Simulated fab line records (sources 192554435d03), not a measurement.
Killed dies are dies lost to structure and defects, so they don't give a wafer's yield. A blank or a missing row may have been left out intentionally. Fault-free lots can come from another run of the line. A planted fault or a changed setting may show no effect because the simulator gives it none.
fab line records ; flow n5-finfet
[record] lots = 7; wafers = 20; last-day = 16
route steps=1938 shown BEOL_M11@1553
lots untouched by any fault: they come from a run of this same line in which no faults occurred
start-h: hours from the record's opening day to when the first of the lot's shown wafers began ; wait-h: how many hours have passed since the lot's step before this one ; " identical to the entry in the row above ; L1.1+2: one row covering several wafers at once ; - no value present, or no start provided ; * or withheld: withheld ; < > ~ a bound
route shown NAME@n: names a module that has steps shown in the file, with the first one's number in the route ; usual: the fault-free wafers' mean and standard deviation ; same: alike in all rows ; chamber/n: place in a boat ; sites: each site's reading ; _std_site: standard deviation of those values ; _edge_site: mean of outer sites minus mean of inner sites ; radius-mm: for every site, how far away it sits from the centre of the wafer ; mask NAME#n: copy n ; behind: tool/chamber where the wafer was last shaped ; hold: why the lot was held/for how many hours/how that ended ; device: names the non-switching transistor (n, p or np) ; end of line: the route-end tests of the same wafers ; a step with no rows: only its recipe ; killed: not the wafer's yield, but the dies lost to structure and defects at the first sort ; map: shows each die of a wafer: x if killed, . if not, _ if none is there
set.NAME: the setting that was run; set.NAME@STEP: the one run at that earlier step ; model.NAME: the simulator's own value behind a step, which no gauge read
lots at some steps of the route; a table a step, a row a wafer
services: a tool's chamber out of use, with start hour (start-h, from the record's first day; less than 0 if before it), hours out, and reason
[[steps]]
[step N5_BEOL_M11_ETCH_61]
[recipe] chemistry = CF4; target = SiARC; target-depth-a = 390; mask-material = CAR-ArF; time-s = 65; ion-energy-ev = 80; pressure-mtorr = 40; source-w = 545; bias-w = 36; Ar_flow_sccm = 100; cf4-flow-sccm = 100; ends = cleared
[usual] drypump-motor-current-A = 5.7/0.4; etch-rf-on-time-s = 64.8/1.5; oes-product-au = 0.68/0.081; rf-vpp-V = 184.1/1.1; showerhead-plenum-p-Torr = 2.14/0.064; throttle-valve-pct = 15.56/0.26
lot.wafer;tool;chamber;start-h;wait-h;drypump-motor-current-A;etch-rf-on-time-s;oes-product-au;rf-hours-counter-h;rf-vpp-V;showerhead-plenum-p-Torr;throttle-valve-pct
L115.3;rie-diel-06;2;233.47;0.0;5.2;64.5;0.60;210;186.0;2.22;15.91
L115.4;rie-diel-06;0;233.47;0.0;5.9;63.6;0.80;12;182.8;2.10;15.32
L115.5;rie-diel-06;1;233.47;0.0;5.5;63.8;0.85;-;185.7;2.10;15.14
L117.1;rie-diel-02;2;243.72;0.0;5.8;66.1;0.60;212;184.7;2.20;15.77
L117.4;rie-diel-02;2;243.72;0.0;5.8;65.3;0.60;-;184.9;2.20;15.79
L117.5;rie-diel-02;1;243.72;0.0;5.2;64.6;0.64;-;183.2;2.04;15.34
L122.2;rie-diel-06;1;277.38;0.0;5.4;63.8;0.81;11;182.9;2.10;15.17
L122.5;rie-diel-06;0;277.38;0.0;5.9;63.2;0.77;-;184.3;2.09;15.33
L124.2;rie-diel-02;3;293.59;0.0;6.4;68.5;0.80;2;185.0;2.10;15.27
L124.4;rie-diel-02;1;293.59;0.0;5.2;65.8;0.61;201;183.4;2.04;15.38
L124.5;rie-diel-02;2;293.59;0.0;5.8;66.2;0.59;-;185.5;2.19;15.83
L125.1;rie-diel-02;2;296.46;0.0;5.8;65.7;0.59;233;185.0;2.19;15.82
L125.2;rie-diel-02;0;296.46;0.0;5.9;63.0;0.79;16;186.0;2.27;15.75
L125.5;rie-diel-02;3;296.46;0.0;6.4;68.4;0.80;-;185.0;2.10;15.29
L133.3;rie-diel-06;3;336.42;0.0;5.5;63.4;0.70;87;184.0;2.16;15.43
L133.4;rie-diel-06;1;336.42;0.0;5.5;63.9;0.79;26;182.9;2.09;15.18
L133.6;rie-diel-06;0;336.42;0.0;5.8;64.0;0.75;-;182.1;2.09;15.37
L131.2;rie-diel-06;1;336.75;0.0;5.5;62.9;0.78;26;184.4;2.09;15.19
L131.4;rie-diel-06;3;336.75;0.0;5.5;62.8;0.70;87;184.0;2.16;15.42
L131.5;rie-diel-06;2;336.75;0.0;5.2;63.9;0.59;-;184.3;2.20;15.98
[step N5_BEOL_M11_ETCH_62]
[recipe] chemistry = N2/H2; target = SOC; target-depth-a = 1100; overetch-a = 220; mask-material = SiARC; temp-c = 40; time-s = 165; ion-energy-ev = 200; pressure-mtorr = 30; source-w = 840; bias-w = 150; n2-flow-sccm = 200; h2-flow-sccm = 200
[usual] drypump-motor-current-A = 5.7/0.39; oes-product-au = 0.67/0.078; rf-vpp-V = 523.8/2.4; showerhead-plenum-p-Torr = 2.54/0.077; throttle-valve-pct = 17.78/0.23
lot.wafer;tool;chamber;start-h;wait-h;drypump-motor-current-A;oes-product-au;rf-hours-counter-h;rf-vpp-V;showerhead-plenum-p-Torr;throttle-valve-pct
L115.3;rie-diel-06;2;233.52;0.0;5.2;0.59;210;525.3;2.64;18.16
L115.4;rie-diel-06;0;233.52;0.0;6.0;0.78;12;521.7;2.48;17.65
L115.5;rie-diel-06;1;233.52;0.0;5.5;0.83;-;522.6;2.52;17.48
L117.1;rie-diel-02;2;243.77;0.0;5.8;0.60;212;525.1;2.63;18.07
L117.4;rie-diel-02;2;243.77;0.0;5.8;0.60;-;526.9;2.63;18.06
L117.5;rie-diel-02;1;243.77;0.0;5.2;0.62;-;521.0;2.44;17.64
L122.2;rie-diel-06;1;277.43;0.0;5.5;0.80;11;522.7;2.51;17.49
L122.5;rie-diel-06;0;277.43;0.0;5.9;0.76;-;522.3;2.48;17.68
L124.2;rie-diel-02;3;293.64;0.0;6.4;0.83;2;522.8;2.48;17.47
L124.4;rie-diel-02;1;293.64;0.0;5.2;0.62;201;520.5;2.43;17.67
L124.5;rie-diel-02;2;293.64;0.0;5.8;0.59;-;526.2;2.63;18.10
L125.1;rie-diel-02;2;296.51;0.0;5.8;0.59;233;526.6;2.63;18.08
L125.2;rie-diel-02;0;296.51;0.0;5.9;0.76;16;528.5;2.70;17.90
L125.5;rie-diel-02;3;296.51;0.0;6.4;0.82;-;521.8;2.48;17.47
L133.3;rie-diel-06;3;336.47;0.0;5.5;0.69;87;524.0;2.55;17.58
L133.4;rie-diel-06;1;336.47;0.0;5.5;0.77;26;521.2;2.51;17.53
L133.6;rie-diel-06;0;336.47;0.0;5.9;0.73;-;522.7;2.47;17.70
L131.2;rie-diel-06;1;336.80;0.0;5.5;0.76;26;521.8;2.51;17.53
L131.4;rie-diel-06;3;336.80;0.0;5.5;0.69;87;522.8;2.55;17.58
L131.5;rie-diel-06;2;336.80;0.0;5.2;0.57;-;525.5;2.62;18.20
[step N5_BEOL_M11_STRIP_68]
[recipe] chemistry = N2/H2; temp-c = 40; n2-flow-sccm = 200; h2-flow-sccm = 200; rf-frequency-hz = 6e+07
[step N5_BEOL_M11_STRIP_67]
[recipe] chemistry = CF4; resist = SiARC; power-w = 300; bias-power-w = 75; pressure-mtorr = 50; cf4-flow-sccm = 150; rf-frequency-hz = 6e+07
[usual] drypump-motor-current-A = 5.7/0.39; oes-product-au = 0.79/0.092; rf-vpp-V = 271.1/1.5; showerhead-plenum-p-Torr = 1.79/0.054; throttle-valve-pct = 13.53/0.27
lot.wafer;tool;chamber;start-h;wait-h;drypump-motor-current-A;oes-product-au;rf-hours-counter-h;rf-vpp-V;showerhead-plenum-p-Torr;throttle-valve-pct
L115.3;rie-diel-06;2;233.67;0.0;5.2;0.70;210;271.1;1.85;13.89
L115.4;rie-diel-06;0;233.67;0.0;5.9;0.93;12;270.0;1.76;13.26
L115.5;rie-diel-06;1;233.67;0.0;5.5;0.98;-;271.8;1.75;13.07
L117.1;rie-diel-02;2;243.91;0.0;5.8;0.71;212;272.1;1.85;13.82
L117.4;rie-diel-02;2;243.91;0.0;5.7;0.71;-;271.8;1.85;13.82
L117.5;rie-diel-02;1;243.91;0.0;5.2;0.74;-;268.6;1.71;13.36
L122.2;rie-diel-06;1;277.57;0.0;5.5;0.95;11;270.2;1.75;13.10
L122.5;rie-diel-06;0;277.57;0.0;5.9;0.89;-;271.2;1.76;13.29
L124.2;rie-diel-02;3;293.78;0.0;6.4;0.97;2;270.5;1.76;13.22
L124.4;rie-diel-02;1;293.78;0.0;5.2;0.72;201;269.2;1.70;13.41
L124.5;rie-diel-02;2;293.78;0.0;5.8;0.70;-;272.9;1.85;13.86
L125.1;rie-diel-02;2;296.66;0.0;5.8;0.70;233;271.5;1.84;13.88
L125.2;rie-diel-02;0;296.66;0.0;5.9;0.91;16;274.6;1.88;13.59
L125.5;rie-diel-02;3;296.66;0.0;6.4;0.97;-;268.0;1.76;13.24
L133.3;rie-diel-06;3;336.62;0.0;5.5;0.81;87;271.4;1.80;13.37
L133.4;rie-diel-06;1;336.62;0.0;5.5;0.91;26;269.7;1.75;13.13
L133.6;rie-diel-06;0;336.62;0.0;5.9;0.87;-;270.3;1.75;13.32
L131.2;rie-diel-06;1;336.95;0.0;5.5;0.90;26;272.0;1.75;13.12
L131.4;rie-diel-06;3;336.95;0.0;5.5;0.81;87;273.0;1.80;13.37
L131.5;rie-diel-06;2;336.95;0.0;5.2;0.68;-;271.2;1.84;13.97
[step N5_BEOL_M11_HM_OPEN_17]
[recipe] chemistry = Cl2/BCl3; target-depth-a = 200; overetch-a = 60; target = TiN; mask-material = SOC; ion-energy-ev = 150; pressure-mtorr = 10; icp-w = 1000; bias-w = 126; Cl2_flow_sccm = 53.25; bcl3-flow-sccm = 21.75; Ar_flow_sccm = 25
[usual] drypump-motor-current-A = 5.5/0.38; oes-product-au = 0.70/0.065; throttle-valve-pct = 22.2/0.36
lot.wafer;tool;chamber;start-h;wait-h;drypump-motor-current-A;oes-product-au;rf-hours-counter-h;throttle-valve-pct
L115.3;rie-metal-03;0;233.74;0.1;5.6;0.73;-;22.6
L115.4;rie-metal-03;1;233.74;0.1;5.3;0.63;-;22.3
L115.5;rie-metal-03;1;233.74;0.1;5.3;0.62;-;22.3
L117.1;rie-metal-03;1;244.01;0.1;5.3;0.63;52;22.3
L117.4;rie-metal-03;0;244.01;0.1;5.5;0.75;-;22.6
L117.5;rie-metal-03;0;244.01;0.1;5.6;0.74;-;22.6
L122.2;rie-metal-01;0;277.61;0.0;5.0;0.62;53;21.7
L122.5;rie-metal-01;1;277.61;0.0;5.1;0.77;-;22.3
L124.2;rie-metal-01;1;293.82;0.0;5.1;0.77;8;22.3
L124.4;rie-metal-01;0;293.82;0.0;5.0;0.63;-;21.7
L124.5;rie-metal-01;1;293.82;0.0;5.1;0.77;-;22.3
L125.1;rie-metal-03;0;296.70;0.0;5.6;0.73;18;22.6
L125.2;rie-metal-03;1;296.70;0.0;5.3;0.62;59;22.3
L125.5;rie-metal-03;0;296.70;0.0;5.6;0.72;-;22.6
L133.3;rie-metal-03;1;336.69;0.1;5.3;0.61;-;22.4
L133.4;rie-metal-03;0;336.69;0.1;5.6;0.71;-;22.6
L133.6;rie-metal-03;1;336.69;0.1;5.3;0.60;-;22.4
L131.2;rie-metal-02;1;336.99;0.0;6.1;0.77;8;22.3
L131.4;rie-metal-02;0;336.99;0.0;6.0;0.72;-;21.6
L131.5;rie-metal-02;1;336.99;0.0;6.1;0.76;-;22.3
[step N5_BEOL_M11_STRIP_19]
[recipe] chemistry = O2; power-w = 400; temp-c = 40; pressure-mtorr = 30; rf-frequency-hz = 6e+07; bias-power-w = 0; overash-fraction = 0.2; o2-flow-sccm = 225
[usual] drypump-motor-current-A = 5.7/0.39; oes-product-au = 0.80/0.096; rf-vpp-V = 3.7/0.57; showerhead-plenum-p-Torr = 2.11/0.073; throttle-valve-pct = 16.66/0.23
lot.wafer;tool;chamber;start-h;wait-h;drypump-motor-current-A;oes-product-au;rf-hours-counter-h;rf-vpp-V;showerhead-plenum-p-Torr;throttle-valve-pct
L115.3;rie-diel-01;3;233.87;0.1;5.9;0.80;116;4.0;2.21;16.68
L115.4;rie-diel-01;0;233.87;0.1;5.4;0.78;99;3.8;2.13;17.03
L115.5;rie-diel-01;0;233.87;0.1;5.4;0.78;-;3.6;2.13;17.02
L117.1;rie-diel-01;2;244.12;0.1;5.6;0.71;200;4.1;2.06;16.39
L117.4;rie-diel-01;1;244.12;0.1;6.4;0.85;53;4.1;2.04;16.49
L117.5;rie-diel-01;3;244.12;0.1;5.9;0.80;-;3.6;2.21;16.70
L122.2;rie-diel-02;0;277.72;0.1;6.0;0.93;9;3.1;2.22;16.78
L122.5;rie-diel-02;1;277.72;0.1;5.2;0.73;-;4.3;2.00;16.48
L124.2;rie-diel-01;1;293.95;0.1;6.4;0.84;67;3.6;2.04;16.51
L124.4;rie-diel-01;0;293.95;0.1;5.4;0.76;116;2.6;2.12;17.05
L124.5;rie-diel-01;2;293.95;0.1;5.6;0.69;-;3.8;2.05;16.42
L125.1;rie-diel-01;1;296.81;0.1;6.4;0.83;69;4.1;2.04;16.51
L125.2;rie-diel-01;0;296.81;0.1;5.4;0.78;117;3.7;2.12;17.04
L125.5;rie-diel-01;0;296.81;0.1;5.4;0.77;-;3.2;2.12;17.06
L133.3;rie-diel-02;0;336.78;0.1;5.9;0.89;29;3.4;2.22;16.80
L133.4;rie-diel-02;1;336.78;0.1;5.2;0.72;215;3.2;2.00;16.52
L133.6;rie-diel-02;2;336.78;0.1;5.8;0.69;-;4.0;2.15;16.93
L131.2;rie-diel-02;3;337.16;0.1;6.4;0.94;15;3.0;2.06;16.44
L131.4;rie-diel-02;2;337.16;0.1;5.9;0.67;245;3.0;2.15;16.94
L131.5;rie-diel-02;2;337.16;0.1;5.8;0.68;-;4.2;2.15;16.93
[step N5_BEOL_M11_CD_MEAS_18]
[recipe] pitch-nm = 140; target-cd-nm = 70
[usual] cd-nm = 70.0/0.58
lot.wafer;tool;chamber;start-h;wait-h;cd-nm
L115.3;cd-sem-01;-;233.95;0.1;69.2
L115.4;cd-sem-01;-;233.95;0.1;68.9
L115.5;cd-sem-01;-;233.95;0.1;70.7
L117.1;cd-sem-01;-;244.19;0.0;69.7
L117.4;cd-sem-01;-;244.19;0.0;70.2
L117.5;cd-sem-01;-;244.19;0.0;69.8
L122.2;cd-sem-01;-;277.80;0.1;71.0
L122.5;cd-sem-01;-;277.80;0.1;71.1
L124.2;cd-sem-03;-;294.02;0.1;69.8
L124.4;cd-sem-03;-;294.02;0.1;70.9
L124.5;cd-sem-03;-;294.02;0.1;70.4
L125.1;cd-sem-01;-;296.88;0.0;69.9
L125.2;cd-sem-01;-;296.88;0.0;70.2
L125.5;cd-sem-01;-;296.88;0.0;69.7
L133.3;cd-sem-01;-;336.85;0.1;70.2
L133.4;cd-sem-01;-;336.85;0.1;69.5
L133.6;cd-sem-01;-;336.85;0.1;70.5
L131.2;cd-sem-01;-;337.24;0.1;69.8
L131.4;cd-sem-01;-;337.24;0.1;69.9
L131.5;cd-sem-01;-;337.24;0.1;69.4
[step N5_BEOL_M11_COAT_63]
[recipe] resist = SOC; temp-c = 250; time-s = 60; spin-rpm = 1500; resist-thk-nm = 100
[step N5_BEOL_M11_COAT_64]
[recipe] resist = SiARC; temp-c = 220; time-s = 60; spin-rpm = 1500; resist-thk-nm = 30
[step N5_BEOL_M11_COAT_22]
[recipe] resist = CAR-ArF; spin-rpm = 1500; resist-thk-nm = 90
[step N5_BEOL_M11_EBR_24]
[recipe] solvent = PGMEA; ebr-width-mm = 1.5
[step N5_BEOL_M11_SOFTBAKE_23]
[recipe] temp-c = 110; time-s = 60; resist = CAR-ArF
[step N5_BEOL_M11_EXPOSE_25]
[recipe] mask-id = V10; na = 1.35; source-shape = annular; sigma-inner = 0.5; sigma-outer = 0.8; polarization = unpolarized; dose-mj = 85.5
lot.wafer;tool;chamber;start-h;wait-h;mask;model.BEOL_M11.overlay-x-nm
L115.3+4+5;arfi-scanner-03;0;234.76;-;V10#0;0
L117.1+4+5;arfi-scanner-01;0;247.63;-;V10#0;-0.8
L122.2+5;arfi-scanner-03;0;280.11;-;V10#0;9.8
L124.2+4+5;arfi-scanner-03;0;294.78;-;V10#0;9.8
L125.1+2+5;arfi-scanner-03;0;298.04;-;V10#0;9.6
L133.3+4+6;arfi-scanner-01;0;339.56;-;V10#0;0
L131.2+4+5;arfi-scanner-02;0;340.05;-;V10#0;0.2
[step N5_BEOL_M11_PEB_26]
[recipe] peb-temp-c = withheld; peb-time-s = 60; resist = CAR-ArF
[step N5_BEOL_M11_DEVELOP_27]
[recipe] develop-time-s = 30; developer = TMAH; resist = CAR-ArF; rinse-liquid = diw; dry = air-spin; dev-temp-c = 23
[step N5_BEOL_M11_CD_MEAS_28]
[recipe] target-cd-nm = 70; landing-energy-ev = 500; detector = se-inlens; polarity = opening
[usual] cd-nm = 69.6/0.93
lot.wafer;tool;chamber;start-h;wait-h;cd-nm
L115.3;cd-sem-01;0;234.88;-;70.7
L115.4;cd-sem-01;0;234.88;-;67.8
L115.5;cd-sem-01;0;234.88;-;69.8
L117.1;cd-sem-03;0;247.76;-;70.0
L117.4;cd-sem-03;0;247.76;-;69.1
L117.5;cd-sem-03;0;247.76;-;68.8
L122.2;cd-sem-03;0;280.24;-;69.9
L122.5;cd-sem-03;0;280.24;-;68.0
L124.2;cd-sem-03;0;294.90;-;71.0
L124.4;cd-sem-03;0;294.90;-;71.3
L124.5;cd-sem-03;0;294.90;-;70.8
L125.1;cd-sem-02;0;298.17;-;67.9
L125.2;cd-sem-02;0;298.17;-;69.7
L125.5;cd-sem-02;0;298.17;-;68.7
L133.3;cd-sem-03;0;339.68;-;68.7
L133.4;cd-sem-03;0;339.68;-;70.1
L133.6;cd-sem-03;0;339.68;-;69.5
L131.2;cd-sem-03;0;340.17;-;69.9
L131.4;cd-sem-03;0;340.17;-;69.1
L131.5;cd-sem-03;0;340.17;-;68.7
[step N5_BEOL_M11_OVL_MEAS_29]
[recipe] points-per-wafer = 44
[usual] V10_OVL = 0.1/0.65
[same] points-per-wafer = 44
lot.wafer;tool;chamber;start-h;wait-h;V10_OVL[nm]
L115.3;overlay-01;0;234.91;0.0;0.0
L115.4;overlay-01;0;234.91;0.0;-1.1
L115.5;overlay-01;0;234.91;0.0;-0.5
L117.1;overlay-02;0;247.79;0.0;-0.2
L117.4;overlay-02;0;247.79;0.0;-0.4
L117.5;overlay-02;0;247.79;0.0;-1.3
L122.2;overlay-01;0;280.26;0.0;9.7
L122.5;overlay-01;0;280.26;0.0;9.1
L124.2;overlay-02;0;294.93;0.0;9.6
L124.4;overlay-02;0;294.93;0.0;8.8
L124.5;overlay-02;0;294.93;0.0;10.0
L125.1;overlay-01;0;298.20;0.0;9.1
L125.2;overlay-01;0;298.20;0.0;9.8
L125.5;overlay-01;0;298.20;0.0;9.7
L133.3;overlay-02;0;339.70;0.0;-0.1
L133.4;overlay-02;0;339.70;0.0;-1.0
L133.6;overlay-02;0;339.70;0.0;0.1
L131.2;overlay-01;0;340.20;0.0;-0.4
L131.4;overlay-01;0;340.20;0.0;-0.4
L131.5;overlay-01;0;340.20;0.0;-0.3
[step N5_BEOL_M11_INSPECT_30]
[recipe] mode = adi; inspect-instrument = brightfield
[usual] raw-defect-count = 469/110
lot.wafer;tool;chamber;start-h;wait-h;raw-defect-count
L115.3;defect-inspect-01;-;234.93;0.0;653
L115.4;defect-inspect-01;-;234.93;0.0;701
L115.5;defect-inspect-01;-;234.93;0.0;491
L117.1;defect-inspect-01;-;247.82;0.0;550
L117.4;defect-inspect-01;-;247.82;0.0;398
L117.5;defect-inspect-01;-;247.82;0.0;473
L122.2;defect-inspect-01;-;280.29;0.0;399
L122.5;defect-inspect-01;-;280.29;0.0;368
L124.2;defect-inspect-02;-;294.95;0.0;567
L124.4;defect-inspect-02;-;294.95;0.0;544
L124.5;defect-inspect-02;-;294.95;0.0;503
L125.1;defect-inspect-02;-;298.23;0.0;373
L125.2;defect-inspect-02;-;298.23;0.0;354
L125.5;defect-inspect-02;-;298.23;0.0;268
L133.3;defect-inspect-02;-;339.73;0.0;439
L133.4;defect-inspect-02;-;339.73;0.0;621
L133.6;defect-inspect-02;-;339.73;0.0;472
L131.2;defect-inspect-02;-;340.22;0.0;456
L131.4;defect-inspect-02;-;340.22;0.0;413
L131.5;defect-inspect-02;-;340.22;0.0;494
[[services]]
tool;chamber;start-h;hours;kind
arfi-scanner-03;-;212.60;4.9;pm
arfi-scanner-01;-;229.27;10.1;repair
arfi-scanner-03;-;242.93;0.9;repair
arfi-scanner-03;-;246.40;1.0;repair
rie-diel-06;1;250.77;15.2;repair
rie-metal-03;0;255.47;17.8;repair
arfi-scanner-01;-;269.85;5.6;repair
arfi-scanner-03;-;281.97;1.0;pm
arfi-scanner-03;-;284.87;3.6;repair
rie-metal-03;1;287.20;1.0;repair
rie-metal-03;-;290.47;4.0;pm
arfi-scanner-01;-;293.70;1.3;pm
arfi-scanner-03;-;296.22;0.4;repair
rie-diel-01;1;306.06;3.2;repair
arfi-scanner-03;-;311.38;2.0;repair
arfi-scanner-01;-;316.81;1.0;pm
rie-diel-01;2;317.52;13.2;repair
rie-metal-03;0;318.23;5.4;repair
arfi-scanner-03;-;319.09;1.3;pm
rie-diel-06;1;324.83;6.5;repair
arfi-scanner-03;-;327.93;0.8;pm
rie-diel-06;0;329.54;6.8;repair
rie-diel-01;-;331.02;28.1;pm
rie-diel-02;3;337.71;39.6;repair
[[key]]
[first-sign] step = N5_BEOL_M11_OVL_MEAS_29; reading = V10_OVL; direction = up; sigmas = 14; usual = 0.1; struck = 9.5
effect none on later readings
[model-effect] step = N5_BEOL_M11_EXPOSE_25; value = BEOL_M11.overlay-x-nm; without = 0.45; struck = 9.725
met-at N5_BEOL_M11_EXPOSE_25
struck-wafers L122.2,L122.5,L124.2,L124.4,L124.5,L125.1,L125.2,L125.5
onset-between 234.76 280.11
[fault] kind = scanner-matching-overlay; tool = arfi-scanner-03; chamber = -; onset-h = 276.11; steps = N5_BEOL_M11_EXPOSE_25; offset = 9.303
